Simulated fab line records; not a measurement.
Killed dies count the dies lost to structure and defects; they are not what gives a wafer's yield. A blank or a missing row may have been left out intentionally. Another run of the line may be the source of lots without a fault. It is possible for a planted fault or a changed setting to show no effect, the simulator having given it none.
Matching of chambers || flow n5_finfet || rie_diel-01 running N5_BEOL_M9_ETCH_62: 4 sister chambers
The step etches SOC in N2/H2, target depth 110 nm, overetch 22 nm, time 165 s. 8 wafers are shown with their chamber, then 8 later ones without.

WAFERS WITH THEIR CHAMBER
{"wafer": "L077.6", "chamber": 2, "showerhead_plenum_p_Torr (Torr)": 2.60, "throttle_valve_pct (%)": 17.80}
{"wafer": "L080.3", "chamber": 1, "showerhead_plenum_p_Torr (Torr)": 2.69, "throttle_valve_pct (%)": 17.36}
{"wafer": "L080.4", "chamber": 0, "showerhead_plenum_p_Torr (Torr)": 2.55, "throttle_valve_pct (%)": 17.63}
{"wafer": "L080.5", "chamber": 3, "showerhead_plenum_p_Torr (Torr)": 2.48, "throttle_valve_pct (%)": 17.21}
{"wafer": "L083.3", "chamber": 1, "showerhead_plenum_p_Torr (Torr)": 2.69, "throttle_valve_pct (%)": 17.38}
{"wafer": "L083.5", "chamber": 3, "showerhead_plenum_p_Torr (Torr)": 2.48, "throttle_valve_pct (%)": 17.22}
{"wafer": "L083.6", "chamber": 0, "showerhead_plenum_p_Torr (Torr)": 2.55, "throttle_valve_pct (%)": 17.64}
{"wafer": "L093.1", "chamber": 2, "showerhead_plenum_p_Torr (Torr)": 2.59, "throttle_valve_pct (%)": 17.85}

WAFERS WITH NO CHAMBER GIVEN
{"wafer": "L093.5", "showerhead_plenum_p_Torr (Torr)": 2.54, "throttle_valve_pct (%)": 17.68}
{"wafer": "L093.6", "showerhead_plenum_p_Torr (Torr)": 2.68, "throttle_valve_pct (%)": 17.41}
{"wafer": "L095.2", "showerhead_plenum_p_Torr (Torr)": 2.54, "throttle_valve_pct (%)": 17.70}
{"wafer": "L095.3", "showerhead_plenum_p_Torr (Torr)": 2.59, "throttle_valve_pct (%)": 17.85}
{"wafer": "L095.4", "showerhead_plenum_p_Torr (Torr)": 2.46, "throttle_valve_pct (%)": 17.29}
{"wafer": "L097.1", "showerhead_plenum_p_Torr (Torr)": 2.67, "throttle_valve_pct (%)": 17.41}
{"wafer": "L097.2", "showerhead_plenum_p_Torr (Torr)": 2.46, "throttle_valve_pct (%)": 17.26}
{"wafer": "L097.3", "showerhead_plenum_p_Torr (Torr)": 2.59, "throttle_valve_pct (%)": 17.84}

WHICH CHAMBER EACH WENT THROUGH
{"wafer": "L093.5", "from the rows above": 0, "in truth": 0}
{"wafer": "L093.6", "from the rows above": 1, "in truth": 1}
{"wafer": "L095.2", "from the rows above": 0, "in truth": 0}
{"wafer": "L095.3", "from the rows above": 2, "in truth": 2}
{"wafer": "L095.4", "from the rows above": 3, "in truth": 3}
{"wafer": "L097.1", "from the rows above": 1, "in truth": 1}
{"wafer": "L097.2", "from the rows above": 3, "in truth": 3}
{"wafer": "L097.3", "from the rows above": 2, "in truth": 2}
Correct placement for 8 of the 8. Not placeable from these rows: 0. 0 placed wrongly.
How it was worked out, from the rows above alone: a wafer's distance from a chamber is the root of the sum, over the readings, of the square of ((its reading less the chamber's mean) divided by the reading's scatter). The wafer belongs to the nearest chamber; if the next one is less than 2 further off, it can't be placed. For every chamber, the mean is computed from those of its wafers that are shown. How the scatter is found: for the shown wafers, subtract from each reading the mean of its chamber, square and add these, divide the total by (wafers less chambers), then take the root.
